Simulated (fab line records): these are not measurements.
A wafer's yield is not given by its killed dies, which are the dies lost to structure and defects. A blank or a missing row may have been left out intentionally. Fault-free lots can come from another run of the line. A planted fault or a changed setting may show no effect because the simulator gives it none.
8D (eight disciplines) problem report, filled in by code + flow n5-finfet + the parts of the form that need people (team, actions taken, sign-off) are left out

## 1. PROBLEM STATEMENT
Mean of raw-defect-count at N5_BEOL_M3_INSPECT_13: 936 across 6 wafers in 2 lots; on wafers with no fault it is 396 (standard deviation 85). Relative to the usual mean, that is a shift of +6.3 standard deviations.
The step: inspects for defects (brightfield).
First seen on wafer L862.2, day 9 07:13, on defect-inspect-02. The record holds 12 wafers of 4 lots with a number at this step. By rule, "out" or "out of limits" means more than 4 standard deviations away from the usual mean. All remaining wafers that have a number are taken as sound.

## 2. WHAT THIS IS AND IS NOT
| question                    | is                     | is not                                                             |
|-----------------------------|------------------------|--------------------------------------------------------------------|
| which readings at this step | raw-defect-count       | -                                                                  |
| which lots                  | L862, L865             | L856, L877                                                         |
| which wafers of those lots  | all that have a number | -                                                                  |
| read on which gauges        | defect-inspect-02      | defect-inspect-01                                                  |
| when                        | from day 9 07:13       | up to then (3 sound wafers); but 3 sound wafers of L877 came after |

## 3. SUSPECTS, AND WHAT RULES EACH OUT
Counting: a tool at any process step up to the reading remains a suspect when it ran all the lots that are out and ran no sound lot after the first of those.
- the gauge at N5_BEOL_M3_INSPECT_13 has been ruled out. All the wafers that are out were read on defect-inspect-02, but those of them that N5_PASSIVATION_PROBE_49 has rows for are out there too, on other tools.
- pecvd-03 at N5_BEOL_M3_PECVD_72 (deposits SiO2 from TEOS/O2, target thk 16 nm, time 18 s): kept. All lots that are out passed through it, beginning with L862 at day 9 05:31, and no sound lot followed; its final sound lot before that point was L856 at day 7 16:19.
The count leaves pecvd-03 at N5_BEOL_M3_PECVD_72.

## 4. THE CAUSE (what the simulator had put in)
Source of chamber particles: pecvd-03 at N5_BEOL_M3_PECVD_72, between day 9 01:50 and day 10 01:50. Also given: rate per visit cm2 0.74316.
This tool alone remained once counting was done.

## 5. SEQUENCE OF EFFECTS, ordered by route
Rows list readings where the struck wafers' mean (over those with a number) sits beyond 3 standard deviations from the usual. Only readings for which the record gives a usual standard deviation are gone through. hours: the time from each lot's start at the first step in this table that gives one to its start at this step, as a median over the lots. sigmas: the change in usual standard deviations.
| hours | step                    | reading              | usual  | on struck wafers | change | sigmas |
|-------|-------------------------|----------------------|--------|------------------|--------|--------|
| 0     | N5_BEOL_M3_INSPECT_13   | raw-defect-count     | 396    | 936              | +540   | +6.3   |
| 1     | N5_BEOL_M3_INSPECT_30   | raw-defect-count     | 396    | 933              | +537   | +6.3   |
| 128   | N5_PASSIVATION_PROBE_49 | defect-limited-yield | 90.9 % | 84.5             | -6.4   | -4.0   |
| 128   | N5_PASSIVATION_PROBE_49 | killed_at_M0_to_M3   | 34     | 117              | +83    | +8.3   |
| 128   | N5_PASSIVATION_PROBE_49 | killed-dies          | 107    | 182              | +75    | +4.2   |
| 128   | N5_PASSIVATION_PROBE_49 | sort_bin_5_function  | 5.3 %  | 9.5              | +4.2   | +4.2   |
| 128   | N5_PASSIVATION_PROBE_49 | sort-n-pass          | 1073   | 998              | -76    | -4.0   |
| 128   | N5_PASSIVATION_PROBE_49 | sort-yield-pct       | 90.9 % | 84.5             | -6.4   | -4.0   |
It contains these process steps:
- N5_PASSIVATION_PROBE_49
Later steps that measure or inspect, where all struck wafers having a row at the step show a number for every such reading and not one has moved that far: N5_BEOL_M4_RC_MEAS_101.

## 6. WHAT WOULD HAVE CAUGHT IT SOONER
Counted from the fault's start at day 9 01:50, it took 5 hours until the first out-of-limits reading at a measuring or inspecting step in this record, taken at day 9 07:13.
Tool readings at N5_BEOL_M3_PECVD_72 with a usual standard deviation given in the record: none out on any struck wafer, hence no alarm at a limit of 4 standard deviations on them.
Lots out: 2; of these, L865 started N5_BEOL_M3_PECVD_72 on pecvd-03 after day 9 07:13. A tool hold placed at that time would have kept it from harm.
